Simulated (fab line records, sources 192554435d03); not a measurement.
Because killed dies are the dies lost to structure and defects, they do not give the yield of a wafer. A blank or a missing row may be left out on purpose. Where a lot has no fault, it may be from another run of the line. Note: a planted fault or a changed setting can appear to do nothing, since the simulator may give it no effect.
Split-lot study	flow n5_finfet	on a route of 1938 steps: 7 lots, 21 wafers read

## THE SPLIT ITSELF
At N5_BEOL_M8_DESCUM_33 (chemistry O2, time 7 s), the setting time_s was moved away from the recipe's 7 s on 7 of the 21 wafers read, by -15.4% to +18.6%. This setting was run at the recipe's value on the other wafers.

## FROM THE SPLIT TO THE READING: what the file shows between them, 1 step
- N5_BEOL_M8_ETCH_72: etches underlayer in N2/H2, target depth 6.5 nm, time 5.2 s

## THE READING
CAR-EUV_of_BEOL_M8_COAT_22.thk_nm (the simulator's own value, which no gauge read), in nm, at N5_BEOL_M8_ETCH_65 (etches SiARC in CF4, target depth 15.6 nm, time 26 s). The file does not state a usual value for it. Here, 14 wafers ran the recipe; their average is 11.1 nm with a standard deviation of 0.12 nm.

wafer	tool, chamber at the split	time_s as run, s	against the recipe	CAR-EUV_of_BEOL_M8_COAT_22.thk_nm, nm	against lot-mates on the recipe
L079.1	rie_diel-06, 2,3	7	recipe	11	-
L079.3	rie_diel-06, 1	7	recipe	11.2	-
L079.4	rie_diel-06, 2,3	7	recipe	11.2	-
L078.2	rie_diel-06, 2,0	7	recipe	11.4	-
L078.3	rie_diel-06, 0	8.299	+18.6%	10.6	-0.7
L078.6	rie_diel-06, 2,0	7	recipe	11.2	-
L084.3	rie_diel-06, 2,0	7	recipe	11.2	-
L084.4	rie_diel-06, 3	5.919	-15.4%	11.6	+0.5
L084.5	rie_diel-06, 2,0	7	recipe	11	-
L085.3	rie_diel-06, 3	7	recipe	11.2	-
L085.4	rie_diel-06, 3,0	6.449	-7.9%	11.6	+0.4
L085.5	rie_diel-06, 3,0	6.449	-7.9%	11.4	+0.2
L088.1	rie_diel-01, 2	6.137	-12.3%	11.6	+0.5
L088.3	rie_diel-01, 3,1	7	recipe	11	-
L088.4	rie_diel-01, 3,1	7	recipe	11.2	-
L091.2	rie_diel-05, 2,1,3	7	recipe	11.2	-
L091.3	rie_diel-05, 2,1,3	7	recipe	11.2	-
L091.6	rie_diel-05, 2,1,3	7	recipe	11	-
L097.2	rie_diel-05, 1	7	recipe	11	-
L097.3	rie_diel-05, 3,2	8.032	+14.7%	10.4	-0.6
L097.5	rie_diel-05, 3,2	8.032	+14.7%	10.4	-0.6
If several chambers appear in one row, that row covers several wafers at once and the file leaves open which wafer was in which chamber.

FIT RESULTS
A straight line over all 21 wafers: CAR-EUV_of_BEOL_M8_COAT_22.thk_nm changes by -0.0388 nm for each +1% of time_s; r = -0.93; the points scatter about the line by 0.13 nm.
The same after taking each lot's own level away (the mean of its wafers on the recipe; 21 wafers): -0.0381 nm for each +1%; r = -0.96; scatter 0.087 nm.
According to that fit, moving time_s by its largest amount changes the reading by 0.71 nm.
Across the lots, their own levels run from 11.00 to 11.30 nm, a range of 2.5 times the standard deviation given above.
So the lot-to-lot level changes the slope little: the two slopes agree.
Check: with one of the wafers moved furthest among these (+18.6%) left out of the fit, the line predicts -0.719 nm for it against its lot-mates. Against them it came out at -0.7 nm.

## THE OTHER SPLITS THESE WAFERS WENT THROUGH
Before the reading, these wafers also passed through other splits. Each is held against what the fit with the lots' levels taken away leaves over:
other split on the same wafers	wafers away from the commonest value	r with CAR-EUV_of_BEOL_M8_COAT_22.thk_nm (lot level and that fit taken away)
N5_BEOL_M7_TRENCH_ETCH_37 time_s	6	+0.00

## THE WHOLE CHAIN: every reading that the file lists as answering this split, in the file's order
step	what it does	reading	change (the file's fit)	r (the file's)
N5_BEOL_M8_DESCUM_33	chemistry O2, time 7 s	CAR-EUV_of_BEOL_M8_COAT_22.thk_nm (the simulator's own value, which no gauge read)	-0.0389 nm for each +1% of the setting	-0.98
N5_BEOL_M8_ETCH_65	etches SiARC in CF4, target depth 15.6 nm, time 26 s	CAR-EUV_of_BEOL_M8_COAT_22.thk_nm (the simulator's own value, which no gauge read)	-0.0376 nm for each +1% of the setting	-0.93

## FILE'S OWN FIT
CAR-EUV_of_BEOL_M8_COAT_22.thk_nm changes by -0.0376 nm for each +1% of time_s, r = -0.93.
